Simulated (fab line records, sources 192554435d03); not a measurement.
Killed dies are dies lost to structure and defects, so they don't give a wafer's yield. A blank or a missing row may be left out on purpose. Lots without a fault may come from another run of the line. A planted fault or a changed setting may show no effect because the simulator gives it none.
Chamber matching | flow n5_finfet | N5_BEOL_M2_ALD_84 on ald_metal-02: 4 sister chambers
The step deposits TaN, pulse time 2 s, purge time 3 s, co reactant purge time 2 s. 4 wafers are shown with their chamber, then 11 later ones without.

WAFERS WITH THEIR CHAMBER
wafer  | chamber | heater_power_w (W)
L085.2 | 2       | 458
L085.5 | 0       | 474
L086.1 | 1       | 395
L087.1 | 3       | 481

WAFERS WITHOUT THEIR CHAMBER
wafer  | heater_power_w (W)
L087.3 | 406
L087.4 | 461
L088.1 | 463
L088.4 | 396
L088.5 | 456
L091.2 | 459
L091.4 | 460
L091.5 | 399
L092.2 | 462
L092.4 | 456
L092.5 | 463

WHICH CHAMBER EACH WENT THROUGH
wafer  | from the rows above     | in truth
L087.3 | 1                       | 1
L087.4 | 2                       | 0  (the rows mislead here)
L088.1 | can't be placed: 2 or 0 | 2
L088.4 | 1                       | 1
L088.5 | 2                       | 2
L091.2 | 2                       | 2
L091.4 | 2                       | 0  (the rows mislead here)
L091.5 | 1                       | 1
L092.2 | can't be placed: 2 or 0 | 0
L092.4 | 2                       | 2
L092.5 | can't be placed: 2 or 0 | 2
Placed correctly: 6 of 11. Can't be placed from these rows: 3 (the true chamber is among the candidates in 3). Placed wrongly: 2.
How it was worked out, from the rows above alone: a wafer's distance from a chamber is the root of the sum, over the readings, of the square of ((its reading less the chamber's mean) divided by the reading's scatter). The wafer belongs to the nearest chamber; if the next one is less than 2 further off, it can't be placed. A chamber's mean is the mean of its shown wafers. The scatter: with one shown wafer a chamber, the root of the mean of the squares of how far each hidden wafer lies from its nearest shown one.
